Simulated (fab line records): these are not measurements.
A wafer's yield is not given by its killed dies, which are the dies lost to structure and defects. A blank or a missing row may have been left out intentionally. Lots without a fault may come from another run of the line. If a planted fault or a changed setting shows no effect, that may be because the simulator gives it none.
Which of the tools did it? | flow nand harc | Sampling: 6 lots, 18 wafers, 5 of 1159 route steps

WHAT THE GAUGES READ, wafer by wafer
NHARC_END_SORT_01.
lot  | measured     | on        | killed at array
L471 | day 21 12:04 | prober-02 | 673 671 673
L473 | day 21 05:54 | prober-02 | 675 674 668

EACH LOT AND THE TOOL THAT RAN IT (in order: tool; ch and the chambers of the sampled wafers; start)
lot  | NHARC_A_STAIRCASE_HM_OPEN_460                 | NHARC_A_STAIRCASE_HM_DEP_462  | NHARC_A_STAIRCASE_ETCH_315                    | NHARC_A_STAIRCASE_ALD_420
L464 | rie diel-12 ch 1,2,3, day 12 07:38 or earlier | acl dep-01 ch 0, day 12 07:38 | rie diel-01 ch 0,2,3, day 12 19:07 or earlier | ald hk-03 ch 0,2,3, day 12 19:07
L471 | rie diel-01 ch 1,2, day 13 19:49 or earlier   | acl dep-01 ch 0, day 13 19:49 | rie diel-01 ch 1,2, day 14 08:06 or earlier   | ald hk-03 ch 1,3, day 14 08:06
L473 | rie diel-12 ch 1,2,3, day 13 23:11 or earlier | acl dep-01 ch 0, day 13 23:11 | rie diel-13 ch 1,3, day 14 08:16 or earlier   | ald hk-04 ch 0,2,3, day 14 08:16
L480 | rie diel-01 ch 0,1,2, day 15 22:27 or earlier | acl dep-03 ch 0, day 15 22:27 | rie diel-13 ch 1,2, day 16 08:10 or earlier   | ald hk-03 ch 2,3, day 16 08:10
L481 | rie diel-12 ch 0,2, day 16 03:48 or earlier   | acl dep-03 ch 0, day 16 03:48 | rie diel-01 ch 0,1, day 16 12:08 or earlier   | ald hk-03 ch 0,1, day 16 12:08
L484 | rie diel-13 ch 1,2, day 16 21:38 or earlier   | acl dep-03 ch 0, day 16 21:38 | rie diel-13 ch 2,3, day 17 10:21 or earlier   | ald hk-03 ch 1,2, day 17 10:21
- NHARC_A_STAIRCASE_HM_OPEN_460: chemistry O2/COS.
- NHARC_A_STAIRCASE_HM_DEP_462: deposits aC, target thk 800 nm.
- NHARC_A_STAIRCASE_ETCH_315: etches the open film in C4F8/O2/Ar, target depth 2500 nm, time 607.1 s.
- NHARC_A_STAIRCASE_ALD_420: deposits SiO2, target thk 20 nm, pulse time 6 s, ald cycles 200.

THE ANSWER, worked out from the rows above alone
Rule: the usual values come from the lots themselves. Put in order of their means at a reading, lots are off if they are a third of the lots or fewer, leave a main group of 4 or more, and stand apart from it by a gap of 3 or more times the standard deviation of the main group's means; of several such gaps the widest counts. Not used: any main group whose means are identical at the precision the tables above print for the reading. Also off: a lot with no number at a reading for which 4 or more lots have one. All remaining lots with rows at the step are treated as sound.
Across all readings shown, no lot is off: no conclusion can be drawn from this.

WHAT WAS PUT IN BY THE SIMULATOR
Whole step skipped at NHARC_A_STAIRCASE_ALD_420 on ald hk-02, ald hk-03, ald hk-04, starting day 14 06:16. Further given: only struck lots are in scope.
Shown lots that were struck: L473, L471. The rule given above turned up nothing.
